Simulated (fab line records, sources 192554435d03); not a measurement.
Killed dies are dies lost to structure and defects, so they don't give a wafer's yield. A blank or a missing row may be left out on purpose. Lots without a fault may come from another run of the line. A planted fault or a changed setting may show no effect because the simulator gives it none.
Split-lot experiment | flow n5_finfet | 7 lots, 21 wafers read, on a route of 1938 steps

THE SPLIT
At N5_BEOL_M4_ETCH_70 (etches SOC in N2/H2, target depth 80 nm, overetch 24 nm, time 130 s), the setting source_w was moved away from the recipe's 840 W on 5 of the 21 wafers read, by -14.9% to +8.1%. The other wafers ran this setting at the recipe's value.

The reading is taken at the split's own step.

THE READING
rf_vpp_V, in V, at N5_BEOL_M4_ETCH_70 (etches SOC in N2/H2, target depth 80 nm, overetch 24 nm, time 130 s). Fault-free wafers of this fab line usually give 525.0 V, standard deviation 2.4 V.

wafer  | tool, chamber at the split | source_w as run, W | against the recipe | rf_vpp_V, V | against lot-mates on the recipe
L078.2 | rie_diel-02, 2             | 840                | recipe             | 523.4       | -
L078.4 | rie_diel-02, 0             | 840                | recipe             | 522.0       | -
L078.5 | rie_diel-02, 2             | 840                | recipe             | 522.6       | -
L080.2 | rie_diel-06, 3             | 840                | recipe             | 527.6       | -
L080.3 | rie_diel-06, 0             | 780.1              | -7.1%              | 541.3       | +16.5
L080.6 | rie_diel-06, 1             | 840                | recipe             | 522.0       | -
L083.2 | rie_diel-03, 0             | 840                | recipe             | 524.7       | -
L083.4 | rie_diel-03, 3             | 840                | recipe             | 524.6       | -
L083.5 | rie_diel-03, 2             | 715.2              | -14.9%             | 554.6       | +29.9
L085.1 | rie_diel-02, 0             | 840                | recipe             | 523.1       | -
L085.4 | rie_diel-02, 0             | 777.3              | -7.5%              | 534.0       | +10.9
L085.6 | rie_diel-02, 3             | 840                | recipe             | 523.1       | -
L086.4 | rie_diel-06, 0             | 840                | recipe             | 528.0       | -
L086.5 | rie_diel-06, 3             | 840                | recipe             | 528.3       | -
L086.6 | rie_diel-06, 2             | 908.1              | +8.1%              | 511.5       | -16.6
L091.3 | rie_diel-06, 2             | 799.1              | -4.9%              | 534.9       | +10.5
L091.4 | rie_diel-06, 0             | 840                | recipe             | 527.7       | -
L091.6 | rie_diel-06, 1             | 840                | recipe             | 521.1       | -
L095.1 | rie_diel-06, 1             | 840                | recipe             | 521.2       | -
L095.2 | rie_diel-06, 2             | 840                | recipe             | 525.3       | -
L095.3 | rie_diel-06, 0             | 840                | recipe             | 527.8       | -

THE FIT
A straight line over all 21 wafers: rf_vpp_V changes by -1.89 V for each +1% of source_w; r = -0.95; the points scatter about the line by 2.8 V.
The same after taking each lot's own level away (the mean of its wafers on the recipe; 21 wafers): -2 V for each +1%; r = -0.97; scatter 2.1 V.
On that fit, the largest move of source_w shifts the reading by 30 V.
The lots' own levels span 522.67 to 528.15 V, that is 2.3 times the standard deviation above.
So the lot-to-lot level changes the slope little: the two slopes agree.
Check: with one of the wafers moved furthest among these (-14.9%) left out of the fit, the line predicts +29.2 V for it against its lot-mates. It came out at +29.9 V against them.
Tool readings at the split's step, against how far the setting was moved: rf_vpp_V r = -0.95.

OTHER SPLITS ON THESE WAFERS
These wafers also went through other splits before the reading. Each is held against what the fit with the lots' levels taken away leaves over:
other split on the same wafers | wafers away from the commonest value | r with rf_vpp_V (lot level and that fit taken away)
N5_BEOL_M4_EXPOSE_08 dose_mj   | 8                                    | -0.22
N5_BEOL_M4_EXPOSE_25 dose_mj   | 9                                    | +0.49

THE FILE'S OWN FIT
rf_vpp_V changes by -1.99 V for each +1% of source_w, r = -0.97.
